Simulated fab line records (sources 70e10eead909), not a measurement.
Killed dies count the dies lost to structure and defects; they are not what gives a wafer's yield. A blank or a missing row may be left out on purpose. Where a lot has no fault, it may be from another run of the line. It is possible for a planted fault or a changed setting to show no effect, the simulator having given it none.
Chamber matching -- flow nand-harc -- NHARC_A_STAIRCASE_CMP_450 on cmp-03: 4 sister chambers
The step polishes SiO2, target thk 200 nm. 8 wafers are shown with their chamber, then 7 later ones without.

WAFERS WITH THEIR CHAMBER
wafer,chamber,motor-current-A (A)
L076.6,2,11.0
L082.4,2,11.6
L082.5,3,13.5
L084.3,1,13.1
L084.5,0,12.7
L084.6,3,14.6
L088.1,0,12.3
L088.4,1,12.7

WAFERS WITHOUT THEIR CHAMBER
wafer,motor-current-A (A)
L088.5,11.2
L088.2,10.8
L088.3,13.1
L088.6,13.3
L092.1,10.8
L092.4,13.2
L092.5,12.9

WHICH CHAMBER EACH ONE RAN IN
wafer,from the rows above,in truth
L088.5,2,2
L088.2,2,2
L088.3,can't be placed: 1 or 0 or 3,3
L088.6,can't be placed: 1 or 3 or 0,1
L092.1,2,2
L092.4,can't be placed: 1 or 0 or 3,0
L092.5,can't be placed: 1 or 0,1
Placed correctly: 3 of 7. Cannot be placed on the basis of these rows: 4; the candidates contain the true chamber in 4. Placed wrongly: 0.
How it was worked out, from the rows above alone: a wafer's distance from a chamber is the root of the sum, over the readings, of the square of ((its reading less the chamber's mean) divided by the reading's scatter). The wafer belongs to the nearest chamber; if the next one is less than 2 further off, it can't be placed. The mean given for a chamber averages the wafers shown for that chamber. The scatter is the square root of a quotient: the sum, over the shown wafers, of each reading's squared deviation from its chamber's mean, divided by wafers minus chambers.
